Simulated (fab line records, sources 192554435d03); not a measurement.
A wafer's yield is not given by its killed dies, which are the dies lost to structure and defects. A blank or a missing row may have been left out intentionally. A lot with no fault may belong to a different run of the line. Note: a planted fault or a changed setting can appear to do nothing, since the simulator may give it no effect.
Chamber matching || flow n5_finfet || 4 sister chambers for N5_HKMG_FIN_ETCH_58 on rie_diel-04
The step etches SOC in N2/H2, target depth 215.8 nm, time 741 s. 16 wafers are shown with their chamber, then 8 later ones without.

WAFERS WITH THEIR CHAMBER
{"wafer": "L076.3", "chamber": 3, "drypump_motor_current_A (A)": 5.6, "showerhead_plenum_p_Torr (Torr)": 2.43, "throttle_valve_pct (%)": 17.75}
{"wafer": "L076.4", "chamber": 2, "drypump_motor_current_A (A)": 4.8, "showerhead_plenum_p_Torr (Torr)": 2.48, "throttle_valve_pct (%)": 17.49}
{"wafer": "L076.6", "chamber": 3, "drypump_motor_current_A (A)": 5.6, "showerhead_plenum_p_Torr (Torr)": 2.43, "throttle_valve_pct (%)": 17.75}
{"wafer": "L088.2", "chamber": 2, "drypump_motor_current_A (A)": 4.8, "showerhead_plenum_p_Torr (Torr)": 2.47, "throttle_valve_pct (%)": 17.54}
{"wafer": "L088.5", "chamber": 2, "drypump_motor_current_A (A)": 4.8, "showerhead_plenum_p_Torr (Torr)": 2.47, "throttle_valve_pct (%)": 17.52}
{"wafer": "L088.6", "chamber": 3, "drypump_motor_current_A (A)": 5.6, "showerhead_plenum_p_Torr (Torr)": 2.42, "throttle_valve_pct (%)": 17.80}
{"wafer": "L089.3", "chamber": 2, "drypump_motor_current_A (A)": 4.8, "showerhead_plenum_p_Torr (Torr)": 2.47, "throttle_valve_pct (%)": 17.55}
{"wafer": "L089.4", "chamber": 1, "drypump_motor_current_A (A)": 5.3, "showerhead_plenum_p_Torr (Torr)": 2.61, "throttle_valve_pct (%)": 17.93}
{"wafer": "L089.5", "chamber": 3, "drypump_motor_current_A (A)": 5.6, "showerhead_plenum_p_Torr (Torr)": 2.42, "throttle_valve_pct (%)": 17.79}
{"wafer": "L090.2", "chamber": 3, "drypump_motor_current_A (A)": 5.6, "showerhead_plenum_p_Torr (Torr)": 2.42, "throttle_valve_pct (%)": 17.79}
{"wafer": "L090.3", "chamber": 0, "drypump_motor_current_A (A)": 5.8, "showerhead_plenum_p_Torr (Torr)": 2.42, "throttle_valve_pct (%)": 17.96}
{"wafer": "L090.4", "chamber": 0, "drypump_motor_current_A (A)": 5.9, "showerhead_plenum_p_Torr (Torr)": 2.42, "throttle_valve_pct (%)": 17.96}
{"wafer": "L092.2", "chamber": 2, "drypump_motor_current_A (A)": 4.8, "showerhead_plenum_p_Torr (Torr)": 2.47, "throttle_valve_pct (%)": 17.53}
{"wafer": "L092.5", "chamber": 0, "drypump_motor_current_A (A)": 5.8, "showerhead_plenum_p_Torr (Torr)": 2.42, "throttle_valve_pct (%)": 17.98}
{"wafer": "L092.6", "chamber": 3, "drypump_motor_current_A (A)": 5.6, "showerhead_plenum_p_Torr (Torr)": 2.42, "throttle_valve_pct (%)": 17.81}
{"wafer": "L094.4", "chamber": 1, "drypump_motor_current_A (A)": 5.3, "showerhead_plenum_p_Torr (Torr)": 2.60, "throttle_valve_pct (%)": 17.95}

SIGNATURES (means of the wafers above)
{"reading": "drypump_motor_current_A", "chamber 0": 5.833, "chamber 1": 5.300, "chamber 2": 4.800, "chamber 3": 5.600, "scatter within a chamber": 0.0236}
{"reading": "showerhead_plenum_p_Torr", "chamber 0": 2.4200, "chamber 1": 2.6050, "chamber 2": 2.4720, "chamber 3": 2.4233, "scatter within a chamber": 0.00468}
{"reading": "throttle_valve_pct", "chamber 0": 17.9667, "chamber 1": 17.9400, "chamber 2": 17.5260, "chamber 3": 17.7817, "scatter within a chamber": 0.0221}
Rule: distance of a wafer from a chamber = root of the sum over the readings of ((wafer's reading minus chamber's mean) / reading's scatter) squared. If the next closest chamber is less than 2 further off than the closest, the wafer can't be placed; otherwise it belongs to the closest. The scatter: take each reading less its chamber's mean, square it, sum over the shown wafers, divide by the number of wafers less the number of chambers, and take the root.

WAFERS MISSING THEIR CHAMBER
{"wafer": "L094.5", "drypump_motor_current_A (A)": 5.3, "showerhead_plenum_p_Torr (Torr)": 2.60, "throttle_valve_pct (%)": 17.93}
{"wafer": "L094.6", "drypump_motor_current_A (A)": 4.8, "showerhead_plenum_p_Torr (Torr)": 2.47, "throttle_valve_pct (%)": 17.55}
{"wafer": "L095.2", "drypump_motor_current_A (A)": 5.6, "showerhead_plenum_p_Torr (Torr)": 2.42, "throttle_valve_pct (%)": 17.81}
{"wafer": "L095.4", "drypump_motor_current_A (A)": 4.8, "showerhead_plenum_p_Torr (Torr)": 2.47, "throttle_valve_pct (%)": 17.54}
{"wafer": "L095.5", "drypump_motor_current_A (A)": 5.3, "showerhead_plenum_p_Torr (Torr)": 2.60, "throttle_valve_pct (%)": 17.92}
{"wafer": "L097.4", "drypump_motor_current_A (A)": 5.8, "showerhead_plenum_p_Torr (Torr)": 2.42, "throttle_valve_pct (%)": 17.99}
{"wafer": "L097.5", "drypump_motor_current_A (A)": 4.8, "showerhead_plenum_p_Torr (Torr)": 2.47, "throttle_valve_pct (%)": 17.56}
{"wafer": "L097.6", "drypump_motor_current_A (A)": 5.3, "showerhead_plenum_p_Torr (Torr)": 2.60, "throttle_valve_pct (%)": 17.94}

EACH ONE'S CHAMBER
{"wafer": "L094.5", "from the rows above": 1, "in truth": 1}
{"wafer": "L094.6", "from the rows above": 2, "in truth": 2}
{"wafer": "L095.2", "from the rows above": 3, "in truth": 3}
{"wafer": "L095.4", "from the rows above": 2, "in truth": 2}
{"wafer": "L095.5", "from the rows above": 1, "in truth": 1}
{"wafer": "L097.4", "from the rows above": 0, "in truth": 0}
{"wafer": "L097.5", "from the rows above": 2, "in truth": 2}
{"wafer": "L097.6", "from the rows above": 1, "in truth": 1}
Correct placement for 8 of the 8. Number that these rows cannot place: 0. Placed wrongly: 0.
